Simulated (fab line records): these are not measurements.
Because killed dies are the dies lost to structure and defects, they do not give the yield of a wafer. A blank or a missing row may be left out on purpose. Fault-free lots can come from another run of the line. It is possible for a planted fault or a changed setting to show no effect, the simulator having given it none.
Lot-split experiment :: flow n5 finfet :: route with 1938 steps; 7 lots, 21 wafers read

## ON THE SPLIT
At N5_BEOL_M12_COAT_58 (time 60 s, resist thk 89 nm), the setting spin rpm was moved away from the recipe's 1500 rpm on 7 of the 21 wafers read, by +3.7% to +10.5%. All remaining wafers had this setting at the recipe value.

## FROM THE SPLIT ON TO THE READING: in between, the file shows 1 step
- N5_BEOL_M12_DESCUM_15: chemistry O2, time 7.9 s (also split here: time s)

## THE READING
etch.depth nm (the simulator's own value, which no gauge read), in nm, at N5_BEOL_M12_ETCH_59 (etches BARC in N2/H2, target depth 89 nm, overetch 26.7 nm, time 67.9 s). The file does not state a usual value for it. Here, 14 wafers ran the recipe; their average is 88.94 nm with a standard deviation of 0.15 nm.

wafer: L076.2
tool, chamber at the split: litho track-04, 0
spin rpm as run, rpm: 1500
against the recipe: recipe
etch.depth nm, nm: 88.9
against lot-mates on the recipe: -

wafer: L076.4
tool, chamber at the split: litho track-04, 0
spin rpm as run, rpm: 1657
against the recipe: +10.5%
etch.depth nm, nm: 84.42
against lot-mates on the recipe: -4.48

wafer: L076.5
tool, chamber at the split: litho track-04, 0
spin rpm as run, rpm: 1657
against the recipe: +10.5%
etch.depth nm, nm: 84.53
against lot-mates on the recipe: -4.37

wafer: L078.1
tool, chamber at the split: litho track-01, 0
spin rpm as run, rpm: 1500
against the recipe: recipe
etch.depth nm, nm: 88.62
against lot-mates on the recipe: -

wafer: L078.3
tool, chamber at the split: litho track-01, 0
spin rpm as run, rpm: 1500
against the recipe: recipe
etch.depth nm, nm: 88.81
against lot-mates on the recipe: -

wafer: L078.4
tool, chamber at the split: litho track-01, 0
spin rpm as run, rpm: 1500
against the recipe: recipe
etch.depth nm, nm: 88.89
against lot-mates on the recipe: -

wafer: L083.1
tool, chamber at the split: litho track-04, 0
spin rpm as run, rpm: 1500
against the recipe: recipe
etch.depth nm, nm: 89.08
against lot-mates on the recipe: -

wafer: L083.5
tool, chamber at the split: litho track-04, 0
spin rpm as run, rpm: 1612
against the recipe: +7.5%
etch.depth nm, nm: 85.86
against lot-mates on the recipe: -3.17

wafer: L083.6
tool, chamber at the split: litho track-04, 0
spin rpm as run, rpm: 1500
against the recipe: recipe
etch.depth nm, nm: 88.98
against lot-mates on the recipe: -

wafer: L090.4
tool, chamber at the split: litho track-05, 0
spin rpm as run, rpm: 1500
against the recipe: recipe
etch.depth nm, nm: 88.95
against lot-mates on the recipe: -

wafer: L090.5
tool, chamber at the split: litho track-05, 0
spin rpm as run, rpm: 1500
against the recipe: recipe
etch.depth nm, nm: 88.68
against lot-mates on the recipe: -

wafer: L090.6
tool, chamber at the split: litho track-05, 0
spin rpm as run, rpm: 1500
against the recipe: recipe
etch.depth nm, nm: 89.19
against lot-mates on the recipe: -

wafer: L093.1
tool, chamber at the split: litho track-01, 0
spin rpm as run, rpm: 1500
against the recipe: recipe
etch.depth nm, nm: 89.1
against lot-mates on the recipe: -

wafer: L093.2
tool, chamber at the split: litho track-01, 0
spin rpm as run, rpm: 1500
against the recipe: recipe
etch.depth nm, nm: 89.03
against lot-mates on the recipe: -

wafer: L093.3
tool, chamber at the split: litho track-01, 0
spin rpm as run, rpm: 1653
against the recipe: +10.2%
etch.depth nm, nm: 84.77
against lot-mates on the recipe: -4.30

wafer: L092.1
tool, chamber at the split: litho track-01, 0
spin rpm as run, rpm: 1633
against the recipe: +8.9%
etch.depth nm, nm: 85.62
against lot-mates on the recipe: -3.36

wafer: L092.3
tool, chamber at the split: litho track-01, 0
spin rpm as run, rpm: 1633
against the recipe: +8.9%
etch.depth nm, nm: 85.66
against lot-mates on the recipe: -3.32

wafer: L092.6
tool, chamber at the split: litho track-01, 0
spin rpm as run, rpm: 1500
against the recipe: recipe
etch.depth nm, nm: 88.98
against lot-mates on the recipe: -

wafer: L097.3
tool, chamber at the split: litho track-05, 0
spin rpm as run, rpm: 1500
against the recipe: recipe
etch.depth nm, nm: 89.08
against lot-mates on the recipe: -

wafer: L097.4
tool, chamber at the split: litho track-05, 0
spin rpm as run, rpm: 1500
against the recipe: recipe
etch.depth nm, nm: 88.88
against lot-mates on the recipe: -

wafer: L097.5
tool, chamber at the split: litho track-05, 0
spin rpm as run, rpm: 1555
against the recipe: +3.7%
etch.depth nm, nm: 87.45
against lot-mates on the recipe: -1.53

THE FIT
A straight line over all 21 wafers: etch.depth nm changes by -0.406 nm for each +1% of spin rpm; r = -1.00; the points scatter about the line by 0.18 nm.
The same after taking each lot's own level away (the mean of its wafers on the recipe; 21 wafers): -0.41 nm for each +1%; r = -1.00; scatter 0.15 nm.
The reading moves by 4.3 nm for the largest change in spin rpm, on that fit.
From 88.773 to 89.065 nm: that is the span of the lots' own levels, equal to 1.9 times the standard deviation above.
So the lot-to-lot level changes the slope little: the two slopes agree.
Check: for one of the wafers moved furthest among these (+10.5%), held out of the fit, the line's prediction against its lot-mates is -4.24 nm. It came out at -4.48 nm against them.

## THE OTHER SPLITS THESE WAFERS WENT THROUGH
These wafers also went through other splits before the reading. Each is held against what the fit with the lots' levels taken away leaves over:
other split on the same wafers: N5_BEOL_M11_VIA_ETCH_34 time s
wafers away from the commonest value: 4
r with etch.depth nm (lot level and that fit taken away): -0.02

other split on the same wafers: N5_BEOL_M11_TRENCH_ETCH_37 bias w
wafers away from the commonest value: 10
r with etch.depth nm (lot level and that fit taken away): -0.07

other split on the same wafers: N5_BEOL_M12_DESCUM_15 time s
wafers away from the commonest value: 9
r with etch.depth nm (lot level and that fit taken away): +0.28

## THE WHOLE CHAIN: every reading that the file lists as answering this split, in the file's order
step: N5_BEOL_M12_COAT_58
what it does: time 60 s, resist thk 89 nm
reading: BARC_of_BEOL_M12_COAT_58.thk nm (the simulator's own value, which no gauge read)
change (the file's fit): -0.416 nm for each +1% of the setting
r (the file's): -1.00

step: N5_BEOL_M12_ETCH_59
what it does: etches BARC in N2/H2, target depth 89 nm, overetch 26.7 nm, time 67.9 s
reading: etch.depth nm (the simulator's own value, which no gauge read)
change (the file's fit): -0.412 nm for each +1% of the setting
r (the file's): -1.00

step: N5_BEOL_M12_STRIP_64
what it does: strips in N2/H2
reading: strip time to endpoint s
change (the file's fit): withheld for each +1% of the setting
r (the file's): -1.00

## FILE'S OWN FIT
etch.depth nm changes by -0.412 nm for each +1% of spin rpm, r = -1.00.
